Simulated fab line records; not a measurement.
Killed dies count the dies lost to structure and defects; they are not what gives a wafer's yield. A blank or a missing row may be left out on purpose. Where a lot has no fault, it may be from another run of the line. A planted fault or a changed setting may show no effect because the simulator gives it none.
fab line records + flow n5Finfet
record:
- lots: 9
- wafers: 27
- lastDay: 20
route steps=1938 shown BEOL_M2@843 BEOL_M4@1111
lots with no fault: from the same line, run without faults
startH: the number of hours between the record's first day and the start of the first shown wafer of the lot + waitH: hours from the lot's prior step to this one + " as in the row above + L1.1+2: several wafers, shown together as one row + - value missing, or start not given + * or withheld: withheld + < > ~ a bound
route shown NAME@n: NAME is a module with steps in the file, n the number in the route of the first one + usual: mean and standard deviation over wafers with no fault + same: alike in all rows + chamber/n: place in a boat + sites: readings site by site + _std_site: standard deviation across them + _edge_site: mean of outer sites minus mean of inner sites + radiusMm: how far each site lies from the wafer's centre + mask NAME#n: copy n + behind: the last tool/chamber to shape the wafer + hold: cause of the lot's hold/its duration in hours/its outcome + device: the n, p or np transistor that did not switch + end of line: tests of these same wafers at the route's end + for a step that has no rows: nothing shown but its recipe + killed: at the first sort, the dies lost to defects and structure; wafer yield is something else + map: per-die view of a wafer (x killed, . not killed, _ where there is no die)
set.NAME: the setting as run; set.NAME@STEP: as run at that earlier step + model.NAME: the simulator's own value behind a step, which no gauge read
a sample of lots followed through the steps of the route, with each step as a table and each wafer as a row
services: when a tool's chamber went out of use (startH, in hours from the record's first day, below 0 if earlier), for how many hours, and the reason
== steps ==
step: N5_BEOL_M2_PECVD_72
recipe:
- material: SiO2
- targetThkA: 160
- tempC: 400
- precursor: TEOS/O2
- pressureTorr: 5.5
- rfW: 450
- teosFlowSccm: 53.8
- gas: O2
- flowSccm: 3000
- timeS: 18
usual:
- heaterPowerW: 769/110
- showerheadPlenumPTorr: 8.77/0.068
- showerheadVppV: 1304/59
- throttleValvePct: 22.0/0.76
| lot.wafer | tool     | chamber | startH | waitH | heaterPowerW | showerheadPlenumPTorr | showerheadVppV | throttleValvePct |
|-----------|----------|---------|--------|-------|--------------|-----------------------|----------------|------------------|
| L653.3    | pecvd-01 | 1       | 138.65 | 0.1   | 852          | 8.72                  | 1277           | 23.0             |
| L653.4    | "        | 2       | "      | "     | 689          | 8.71                  | 1292           | 20.9             |
| L653.5    | "        | 1       | "      | "     | 885          | 8.72                  | 1260           | 23.0             |
| L656.1    | pecvd-03 | 1       | 171.51 | 0.0   | 582          | 8.85                  | 1297           | 22.3             |
| L656.2    | "        | 2       | "      | "     | 791          | 8.74                  | 1434           | 23.4             |
| L656.5    | "        | 1       | "      | "     | 588          | 8.85                  | 1281           | 22.1             |
| L660.1    | pecvd-01 | 0       | 188.26 | 0.0   | 758          | 8.80                  | 1288           | 21.4             |
| L660.3    | "        | 2       | "      | "     | 807          | 8.70                  | 1297           | 20.8             |
| L660.4    | "        | 2       | "      | "     | 779          | 8.72                  | 1290           | 20.8             |
| L661.3    | pecvd-02 | 0       | 194.23 | 0.0   | 735          | 8.71                  | 1364           | 22.8             |
| L661.5    | "        | 0       | "      | "     | 755          | 8.71                  | 1346           | 22.7             |
| L661.6    | "        | 1       | "      | "     | 822          | 8.69                  | 1293           | 22.3             |
| L671.2    | pecvd-01 | 0       | 247.35 | 0.0   | 781          | 8.79                  | 1300           | 21.5             |
| L671.3    | "        | 1       | "      | "     | 894          | 8.73                  | 1274           | 23.0             |
| L671.4    | "        | 1       | "      | "     | 896          | 8.73                  | 1265           | 23.2             |
| L672.3    | pecvd-03 | 0       | 256.20 | 0.0   | 684          | 8.86                  | 1257           | 22.4             |
| L672.5    | "        | 1       | "      | "     | 681          | 8.86                  | 1253           | 22.1             |
| L672.6    | "        | 0       | "      | "     | 688          | 8.84                  | 1253           | 22.3             |
| L658.1    | pecvd-03 | 2       | 274.05 | 0.0   | 818          | 8.73                  | 1435           | 21.0             |
| L658.2    | "        | 0       | "      | "     | 549          | 8.87                  | 1255           | 22.1             |
| L658.6    | "        | 2       | "      | "     | 828          | 8.75                  | 1444           | 20.7             |
| L676.1    | pecvd-03 | 2       | 274.98 | 0.0   | 909          | 8.75                  | 1454           | 20.8             |
| L676.2    | "        | 0       | "      | "     | 701          | 8.86                  | 1259           | 22.2             |
| L676.6    | "        | 2       | "      | "     | 880          | 8.71                  | 1453           | 20.9             |
| L673.1    | pecvd-03 | 2       | 286.88 | 0.0   | 850          | 8.74                  | 1445           | 20.9             |
| L673.2    | "        | 0       | "      | "     | 571          | 8.85                  | 1275           | 22.4             |
| L673.6    | "        | 0       | "      | "     | 594          | 8.86                  | 1276           | 22.2             |
step: N5_BEOL_M2_ANNEAL_91
recipe:
- tempC: 400
- timeS: 240
- ambient: vacuum
usual:
- heaterPowerW: 834/76
| lot.wafer | tool          | chamber | startH | waitH | heaterPowerW |
|-----------|---------------|---------|--------|-------|--------------|
| L653.3    | pvdSputter-03 | -       | 173.43 | 0.0   | 737          |
| L653.4    | "             | -       | "      | "     | 895          |
| L653.5    | "             | -       | "      | "     | 746          |
| L656.1    | pvdSputter-03 | -       | 206.49 | 0.0   | 917          |
| L656.2    | "             | -       | "      | "     | 721          |
| L656.5    | "             | -       | "      | "     | 900          |
| L660.1    | pvdSputter-01 | -       | 223.68 | 0.0   | 719          |
| L660.3    | "             | -       | "      | "     | 921          |
| L660.4    | "             | -       | "      | "     | 837          |
| L661.3    | pvdSputter-01 | -       | 227.04 | 0.0   | 927          |
| L661.5    | "             | -       | "      | "     | 724          |
| L661.6    | "             | -       | "      | "     | 829          |
| L671.2    | pvdSputter-02 | -       | 253.86 | 0.0   | 860          |
| L671.3    | "             | -       | "      | "     | 747          |
| L671.4    | "             | -       | "      | "     | 813          |
| L672.3    | pvdSputter-02 | -       | 289.35 | 0.0   | 843          |
| L672.5    | "             | -       | "      | "     | 789          |
| L672.6    | "             | -       | "      | "     | 819          |
| L658.1    | pvdSputter-01 | -       | 299.40 | 0.0   | 938          |
| L658.2    | "             | -       | "      | "     | 819          |
| L658.6    | "             | -       | "      | "     | 932          |
| L676.1    | pvdSputter-03 | -       | 303.90 | 0.0   | 861          |
| L676.2    | "             | -       | "      | "     | 743          |
| L676.6    | "             | -       | "      | "     | 738          |
| L673.1    | pvdSputter-01 | -       | 308.40 | 0.0   | 828          |
| L673.2    | "             | -       | "      | "     | 911          |
| L673.6    | "             | -       | "      | "     | 925          |
step: N5_BEOL_M2_ANNEAL_95
recipe:
- tempC: 400
- timeS: 240
- ambient: vacuum
usual:
- heaterPowerW: 835/75
| lot.wafer | tool          | chamber | startH | waitH | heaterPowerW |
|-----------|---------------|---------|--------|-------|--------------|
| L653.3    | pvdSputter-03 | -       | 173.87 | 0.0   | 723          |
| L653.4    | "             | -       | "      | "     | 864          |
| L653.5    | "             | -       | "      | "     | 741          |
| L656.1    | pvdSputter-03 | -       | 206.93 | 0.0   | 907          |
| L656.2    | "             | -       | "      | "     | 735          |
| L656.5    | "             | -       | "      | "     | 895          |
| L660.1    | pvdSputter-01 | -       | 224.12 | 0.0   | 746          |
| L660.3    | "             | -       | "      | "     | 927          |
| L660.4    | "             | -       | "      | "     | 817          |
| L661.3    | pvdSputter-01 | -       | 227.48 | 0.0   | 921          |
| L661.5    | "             | -       | "      | "     | 763          |
| L661.6    | "             | -       | "      | "     | 815          |
| L671.2    | pvdSputter-02 | -       | 254.30 | 0.0   | 832          |
| L671.3    | "             | -       | "      | "     | 761          |
| L671.4    | "             | -       | "      | "     | 838          |
| L672.3    | pvdSputter-02 | -       | 289.79 | 0.0   | 832          |
| L672.5    | "             | -       | "      | "     | 768          |
| L672.6    | "             | -       | "      | "     | 856          |
| L658.1    | pvdSputter-01 | -       | 299.84 | 0.0   | 944          |
| L658.2    | "             | -       | "      | "     | 839          |
| L658.6    | "             | -       | "      | "     | 922          |
| L676.1    | pvdSputter-03 | -       | 304.34 | 0.0   | 862          |
| L676.2    | "             | -       | "      | "     | 735          |
| L676.6    | "             | -       | "      | "     | 759          |
| L673.1    | pvdSputter-01 | -       | 308.84 | 0.0   | 817          |
| L673.2    | "             | -       | "      | "     | 916          |
| L673.6    | "             | -       | "      | "     | 948          |
step: N5_BEOL_M2_CMP_52
recipe:
- stopOn: SiOC
- tOverpolishS: 6.8
- downForcePsi: 1
- platenRpm: 50
- clearingPlatenDownForcePsi: 1.5
- clearingPlatenRpm: 50
- postCmpClean: cuAlkaline
- targetThkNm: 40
- clearingPlatenPadVelocityMS: 0.99484
- padVelocityMS: 0.99484
usual:
- barrierFieldEndpointS: 24.7/0.6
- motorCurrentA: 6.2/0.75
- padLifeWafers: 1022/740
- slurryFilterDpKPa: 13.52/0.13
| lot.wafer | tool   | chamber | startH | waitH | barrierFieldEndpointS | motorCurrentA | padLifeWafers | slurryFilterDpKPa |
|-----------|--------|---------|--------|-------|-----------------------|---------------|---------------|-------------------|
| L653.3    | cmp-02 | 3       | 174.52 | 0.2   | 24.9                  | 5.6           | 2088          | 13.57             |
| L653.4    | "      | 0       | "      | "     | 24.4                  | 7.9           | 2089          | 13.33             |
| L653.5    | "      | 3       | "      | "     | 24.3                  | 6.0           | -             | 13.40             |
| L656.1    | cmp-02 | 2       | 208.18 | 0.3   | 23.5                  | 7.3           | 139           | 13.61             |
| L656.2    | "      | 3       | "      | "     | 23.9                  | 5.8           | 140           | 13.59             |
| L656.5    | "      | 2       | "      | "     | 24.5                  | 7.2           | -             | 13.58             |
| L660.1    | cmp-04 | 2       | 224.75 | 0.3   | 24.1                  | 5.5           | 1854          | 13.41             |
| L660.3    | "      | 3       | "      | "     | 24.6                  | 5.9           | 1855          | 13.50             |
| L660.4    | "      | 0       | "      | "     | 25.2                  | 6.2           | 1856          | 13.36             |
| L661.3    | cmp-04 | 1       | 228.23 | 0.2   | 24.8                  | 6.5           | 1879          | 13.52             |
| L661.6    | "      | 0       | "      | "     | 25.4                  | 6.4           | -             | 13.34             |
| L661.5    | "      | 1       | "      | "     | 24.6                  | 6.5           | -             | 13.49             |
| L671.4    | cmp-04 | 3       | 254.95 | 0.1   | 24.3                  | 5.8           | 30            | 13.31             |
| L671.3    | "      | 0       | "      | "     | 23.8                  | 6.5           | 31            | 13.61             |
| L671.2    | "      | 2       | "      | "     | 18.7                  | 5.6           | 33            | 13.62             |
| L672.3    | cmp-02 | 3       | 290.46 | 0.2   | 23.7                  | 5.7           | 907           | 13.42             |
| L672.5    | "      | 2       | "      | "     | 23.7                  | 7.2           | -             | 13.36             |
| L672.6    | "      | 3       | "      | "     | 25.0                  | 5.4           | -             | 13.41             |
| L658.2    | cmp-01 | 1       | 300.55 | 0.3   | 25.1                  | 6.3           | 1892          | 13.42             |
| L658.1    | "      | 2       | "      | "     | 24.8                  | 6.4           | 1893          | 13.72             |
| L658.6    | "      | 0       | "      | "     | 24.8                  | 5.7           | -             | 13.42             |
| L676.1    | cmp-02 | 1       | 304.98 | 0.3   | 25.4                  | 5.0           | 996           | 13.45             |
| L676.2    | "      | 2       | "      | "     | 24.3                  | 6.9           | 997           | 13.59             |
| L676.6    | "      | 2       | "      | "     | 24.6                  | 6.6           | -             | 13.83             |
| L673.1    | cmp-01 | 3       | 309.71 | 0.3   | 24.7                  | 6.2           | 1956          | 13.56             |
| L673.2    | "      | 2       | "      | "     | 24.5                  | 6.5           | 1959          | 13.55             |
| L673.6    | "      | 0       | "      | "     | 24.5                  | 5.7           | -             | 13.66             |
step: N5_BEOL_M2_INSPECT_59
recipe:
- inspectInstrument: darkfield
- mode: postDep
usual:
- rawDefectCount: 69/22
| lot.wafer | tool             | chamber | startH | waitH | rawDefectCount |
|-----------|------------------|---------|--------|-------|----------------|
| L653.3    | defectInspect-01 | -       | 175.16 | 0.0   | 50             |
| L653.4    | "                | -       | "      | "     | 98             |
| L653.5    | "                | -       | "      | "     | 59             |
| L656.1    | defectInspect-02 | -       | 208.75 | 0.0   | 36             |
| L656.2    | "                | -       | "      | "     | 57             |
| L656.5    | "                | -       | "      | "     | 71             |
| L660.1    | defectInspect-01 | -       | 225.36 | 0.0   | 52             |
| L660.3    | "                | -       | "      | "     | 54             |
| L660.4    | "                | -       | "      | "     | 49             |
| L661.3    | defectInspect-01 | -       | 228.77 | 0.0   | 132            |
| L661.5    | "                | -       | "      | "     | 78             |
| L661.6    | "                | -       | "      | "     | 103            |
| L671.2    | defectInspect-02 | -       | 255.53 | 0.0   | 82             |
| L671.3    | "                | -       | "      | "     | 65             |
| L671.4    | "                | -       | "      | "     | 90             |
| L672.3    | defectInspect-01 | -       | 291.00 | 0.0   | 45             |
| L672.5    | "                | -       | "      | "     | 49             |
| L672.6    | "                | -       | "      | "     | 77             |
| L658.1    | defectInspect-02 | -       | 301.11 | 0.0   | 53             |
| L658.2    | "                | -       | "      | "     | 78             |
| L658.6    | "                | -       | "      | "     | 40             |
| L676.1    | defectInspect-02 | -       | 305.61 | 0.0   | 97             |
| L676.2    | "                | -       | "      | "     | 93             |
| L676.6    | "                | -       | "      | "     | 77             |
| L673.1    | defectInspect-01 | -       | 310.35 | 0.0   | 49             |
| L673.2    | "                | -       | "      | "     | 93             |
| L673.6    | "                | -       | "      | "     | 39             |
step: N5_BEOL_M4_RC_MEAS_101
usual:
- DIBL_N: 36.0/1.3
- DIBL_P: 36.2/1.7
- IOFF_N: 0.155/0.024
- IOFF_P: 0.21/0.034
- ION_N: 674/9
- ION_P: 463/7.1
- SS_N: 71.4/0.5
- SS_P: 73.4/0.57
- VT_N: 250.0/2.8
- VT_P: -251/3.2
| lot.wafer | tool      | chamber | startH | waitH | DIBL_N[mV/V] | DIBL_P[mV/V] | IOFF_N[nA/um] | IOFF_P[nA/um] | ION_N[uA/um] | ION_P[uA/um] | SS_N[mV/dec] | SS_P[mV/dec] | VT_N[mV] | VT_P[mV] |
|-----------|-----------|---------|--------|-------|--------------|--------------|---------------|---------------|--------------|--------------|--------------|--------------|----------|----------|
| L653.3    | prober-01 | 0       | 211.10 | 0.3   | 34.4         | 34.2         | 0.113         | 0.17          | 654          | 457          | 70.8         | 72.5         | 255.3    | -254     |
| L653.4    | "         | 0       | "      | "     | 32.8         | 32.1         | 0.097         | 0.14          | 654          | 454          | 70.5         | 72.9         | 255.2    | -256     |
| L653.5    | "         | 0       | "      | "     | 34.7         | 34.6         | 0.123         | 0.18          | 664          | 460          | 71.1         | 73.6         | 254.6    | -253     |
| L656.1    | prober-02 | 0       | 252.50 | 0.0   | 35.3         | 33.8         | 0.133         | 0.19          | 674          | 466          | 71.6         | 72.8         | 251.5    | -251     |
| L656.2    | "         | 0       | "      | "     | 37.4         | 36.0         | 0.164         | 0.22          | 681          | 467          | 71.4         | 73.2         | 247.7    | -250     |
| L656.5    | "         | 0       | "      | "     | 35.4         | 33.4         | 0.134         | 0.19          | 665          | 463          | 71.7         | 73.0         | 251.1    | -251     |
| L660.1    | prober-01 | 0       | 269.10 | 0.0   | 37.7         | 38.9         | 0.166         | 0.21          | 681          | 468          | 72.4         | 73.9         | 249.4    | -251     |
| L660.3    | "         | 0       | "      | "     | 35.2         | 34.5         | 0.118         | 0.15          | 655          | 447          | 71.3         | 72.2         | 251.3    | -257     |
| L660.4    | "         | 0       | "      | "     | 38.3         | 39.2         | 0.181         | 0.22          | 676          | 467          | 71.6         | 73.0         | 248.6    | -251     |
| L661.3    | prober-02 | 0       | 275.80 | 0.3   | 36.0         | 37.5         | 0.157         | 0.21          | 672          | 459          | 71.7         | 73.4         | 250.7    | -251     |
| L661.5    | "         | 0       | "      | "     | 35.0         | 35.7         | 0.144         | 0.18          | 667          | 452          | 71.4         | 73.0         | 251.3    | -252     |
| L661.6    | "         | 0       | "      | "     | 35.2         | 36.4         | 0.153         | 0.19          | 678          | 462          | 70.7         | 74.2         | 250.9    | -251     |
| L671.2    | prober-02 | 0       | 296.02 | 0.2   | 38.0         | 38.1         | 0.182         | 0.29          | 677          | 472          | 71.6         | 74.0         | 249.0    | -244     |
| L671.3    | "         | 0       | "      | "     | 38.5         | 38.8         | 0.194         | 0.30          | 677          | 472          | 72.2         | 74.7         | 250.4    | -244     |
| L671.4    | "         | 0       | "      | "     | 37.6         | 37.3         | 0.169         | 0.27          | 682          | 474          | 71.2         | 73.8         | 250.2    | -244     |
| L672.3    | prober-01 | 0       | 327.52 | 0.3   | 36.7         | 36.2         | 0.164         | 0.24          | 680          | 473          | 72.1         | 73.5         | 250.9    | -246     |
| L672.5    | "         | 0       | "      | "     | 37.5         | 37.5         | 0.180         | 0.26          | 683          | 476          | 72.1         | 74.1         | 251.2    | -246     |
| L672.6    | "         | 0       | "      | "     | 36.4         | 36.1         | 0.156         | 0.23          | 680          | 472          | 72.2         | 73.3         | 250.9    | -247     |
| L658.1    | prober-02 | 0       | 347.29 | 0.0   | 36.1         | 37.0         | 0.162         | 0.20          | 674          | 458          | 71.9         | 73.4         | 249.5    | -251     |
| L658.2    | "         | 0       | "      | "     | 36.3         | 37.2         | 0.155         | 0.20          | 663          | 451          | 71.7         | 72.9         | 251.1    | -254     |
| L658.6    | "         | 0       | "      | "     | 34.5         | 35.2         | 0.132         | 0.18          | 660          | 453          | 71.2         | 73.7         | 252.5    | -254     |
| L676.1    | prober-01 | 0       | 347.71 | 0.0   | 35.7         | 34.9         | 0.135         | 0.20          | 676          | 464          | 70.9         | 73.0         | 251.9    | -251     |
| L676.2    | "         | 0       | "      | "     | 34.8         | 34.3         | 0.120         | 0.19          | 668          | 464          | 71.0         | 72.4         | 255.6    | -249     |
| L676.6    | "         | 0       | "      | "     | 34.3         | 34.5         | 0.121         | 0.19          | 664          | 464          | 70.4         | 72.5         | 253.3    | -250     |
| L673.1    | prober-01 | 0       | 369.43 | 0.0   | 34.5         | 35.1         | 0.136         | 0.18          | 669          | 456          | 70.9         | 73.0         | 251.0    | -253     |
| L673.2    | "         | 0       | "      | "     | 36.4         | 37.7         | 0.172         | 0.22          | 680          | 468          | 71.4         | 73.1         | 246.8    | -251     |
| L673.6    | "         | 0       | "      | "     | 35.0         | 35.5         | 0.146         | 0.19          | 671          | 467          | 71.5         | 72.6         | 249.7    | -251     |
== services ==
| tool          | chamber | startH | hours | kind                          |
|---------------|---------|--------|-------|-------------------------------|
| pvdSputter-03 | -       | 118.44 | 0.6   | repair                        |
| pecvd-03      | -       | 122.54 | 2.8   | pm                            |
| cmp-02        | -       | 126.43 | 1.0   | repair                        |
| cmp-04        | -       | 128.60 | 1.1   | repair                        |
| pecvd-01      | 0       | 131.24 | 13.8  | repair                        |
| pvdSputter-02 | -       | 143.09 | 2.5   | repair                        |
| cmp-02        | -       | 151.32 | 1.7   | repair                        |
| pecvd-01      | 1       | 177.48 | -     | calibration                   |
| cmp-02        | -       | 182.48 | 4.0   | pm                            |
| cmp-02        | -       | 186.48 | -     | consumableReplace:conditioner |
| cmp-02        | -       | 186.48 | -     | consumableReplace:pad         |
| cmp-04        | -       | 196.76 | 2.9   | repair                        |
| cmp-02        | -       | 198.37 | 3.8   | pm                            |
| pecvd-03      | 2       | 202.38 | -     | clean                         |
| pecvd-03      | 2       | 202.38 | -     | consumableReplace:showerhead  |
| pecvd-03      | 2       | 202.38 | 29.0  | scheduledDown                 |
| pecvd-03      | 2       | 202.38 | 29.0  | ventCycle                     |
| pecvd-02      | -       | 239.28 | 0.8   | repair                        |
| cmp-01        | -       | 239.63 | 12.3  | repair                        |
| pecvd-01      | -       | 242.61 | 1.4   | repair                        |
| cmp-04        | -       | 247.41 | 4.0   | pm                            |
| pecvd-01      | 1       | 252.95 | 6.0   | repair                        |
| pecvd-03      | 1       | 272.94 | 2.1   | scheduledDown                 |
| cmp-01        | -       | 288.63 | 2.4   | repair                        |
== key ==
firstSign:
- step: N5_BEOL_M2_CMP_52
- reading: barrierFieldEndpointS
- direction: down
- sigmas: 10
- usual: 24.7
- struck: 18.7
effect none on later readings
metAt N5_BEOL_M2_PECVD_72
struckLots L671
struckWafers L671.2
notActingAt N5_BEOL_M2_ANNEAL_91,N5_BEOL_M2_ANNEAL_95,N5_BEOL_M2_INSPECT_59
onsetBetween 188.26 247.35
fault:
- kind: processParameterDrift
- tool: pecvd-01
- chamber: -
- onsetH: 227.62
- steps: N5_BEOL_M2_PECVD_72
- channel: timeS
- offset: *
- shape: step
- endH: 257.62
- scope: struckWafersOnly
- actsIn: *
- stated: *
